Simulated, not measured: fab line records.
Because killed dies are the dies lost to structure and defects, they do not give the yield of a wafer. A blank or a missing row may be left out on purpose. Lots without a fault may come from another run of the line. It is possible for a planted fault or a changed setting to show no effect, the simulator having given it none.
Which tool is to blame? | flow n5_finfet | at 1 step of a route of 1938, 10 lots with 30 wafers sampled

## WHAT THE GAUGES READ, wafer by wafer
N5_BEOL_M8_CD_MEAS_28: target cd 40 nm.
lot  | measured     | on        | cd_nm (nm)
L866 | day 9 22:58  | cd_sem-01 | 40.21 40.37 40.06
L874 | day 12 11:11 | cd_sem-01 | 39.71 40.15 39.82
L873 | day 12 19:47 | cd_sem-01 | 39.77 39.98 39.91
L875 | day 13 13:58 | cd_sem-02 | 39.93 40.18 39.95
L880 | day 14 06:40 | cd_sem-01 | 39.80 40.11 39.81
L879 | day 14 13:32 | cd_sem-02 | 39.98 40.30 39.69
L882 | day 14 13:43 | cd_sem-02 | 39.89 39.57 39.88
L887 | day 15 10:02 | cd_sem-02 | 40.23 39.85 39.99
L884 | day 15 15:54 | cd_sem-02 | 39.68 40.05 39.92
L888 | day 16 04:47 | cd_sem-02 | 40.41 40.23 40.43

## TOOL THAT RAN EACH LOT (tool first, then ch and the chambers of the sampled wafers, then the start)
No process step before these readings appears in the record.

## THE ANSWER, worked out from the rows above alone
Rule: the lots themselves supply what counts as usual. The widest of any qualifying gaps counts: lots, ordered by their means at a reading, are off when they make up no more than a third of the lots, leave a main group of 4 or more, and stand apart from it by 3 or more times the standard deviation of that group's means. A main group whose means are all the same, to the digits that the tables above print for the reading, isn't used. A lot without any number at a reading at which 4 lots or more have one is off too. The other lots that the step has rows for count as sound.
No lot is off on any of the readings shown, so nothing can be concluded from this.

## WHAT THE SIMULATOR PUT IN
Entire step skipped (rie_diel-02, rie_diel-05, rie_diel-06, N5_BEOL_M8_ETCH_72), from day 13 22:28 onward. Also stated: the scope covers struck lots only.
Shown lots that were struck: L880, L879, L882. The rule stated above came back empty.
